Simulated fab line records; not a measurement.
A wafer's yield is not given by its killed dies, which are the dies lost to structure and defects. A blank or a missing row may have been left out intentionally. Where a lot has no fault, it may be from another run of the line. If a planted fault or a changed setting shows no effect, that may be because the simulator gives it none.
Matching of chambers ; flow n5_finfet ; N5_DUMMY_GATE_CMP_04 on cmp-04 has 4 sister chambers
The step polishes a-Si. 22 wafers are shown with their chamber, then 11 later ones without.

EACH WAFER AND ITS CHAMBER
wafer;chamber;motor_current_A (A);time_to_endpoint_s (s)
L075.2;2;9.9;6.1
L075.5;1;10.0;13.2
L075.6;0;9.9;11.0
L083.1;1;9.5;17.3
L083.4;3;10.1;18.7
L083.6;1;9.8;17.4
L084.1;0;9.2;12.3
L084.3;1;9.7;13.1
L084.4;2;10.2;9.4
L085.3;2;10.0;11.9
L085.5;3;10.8;17.7
L085.6;2;9.9;11.7
L086.1;1;10.1;13.6
L086.2;2;10.2;10.7
L086.4;3;10.6;14.6
L087.1;0;9.1;15.0
L087.3;3;10.0;17.0
L087.6;1;9.7;15.5
L090.3;1;9.9;15.9
L090.4;2;10.2;11.4
L090.6;2;10.0;13.8
L092.2;3;10.5;15.0

SIGNATURES, as means of the wafers listed above
reading;chamber 0;chamber 1;chamber 2;chamber 3;scatter within a chamber
motor_current_A;9.400;9.814;10.057;10.400;0.259
time_to_endpoint_s;12.767;15.143;10.714;16.600;2.07
Rule: for each reading, subtract the chamber's mean from the wafer's reading, divide by that reading's scatter and square the result; add these up over the readings and take the root, which gives the wafer's distance from the chamber. If the next closest chamber is less than 2 further off than the closest, the wafer can't be placed; otherwise it belongs to the closest. The scatter: take each reading less its chamber's mean, square it, sum over the shown wafers, divide by the number of wafers less the number of chambers, and take the root.

WAFERS WITH NO CHAMBER GIVEN
wafer;motor_current_A (A);time_to_endpoint_s (s)
L092.3;10.6;10.9
L092.4;8.9;10.9
L093.4;10.5;14.4
L093.5;9.9;11.9
L093.6;10.6;15.8
L094.1;9.7;13.0
L094.3;10.6;16.3
L094.5;9.8;13.5
L095.3;9.9;16.2
L095.4;10.5;14.5
L095.5;10.5;18.1

CHAMBER TAKEN BY EACH
wafer;from the rows above;in truth
L092.3;can't be placed: 2 or 3 or 1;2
L092.4;can't be placed: 0 or 1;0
L093.4;can't be placed: 3 or 2 or 1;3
L093.5;can't be placed: 2 or 1 or 0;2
L093.6;3;3
L094.1;can't be placed: 1 or 0 or 2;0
L094.3;3;3
L094.5;can't be placed: 1 or 0 or 2 or 3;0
L095.3;can't be placed: 1 or 3 or 0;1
L095.4;can't be placed: 3 or 2 or 1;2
L095.5;3;3
3 of 11 placed correctly. Not placeable from these rows: 8 (in 8, the candidates include the true chamber). Wrongly placed: 0.
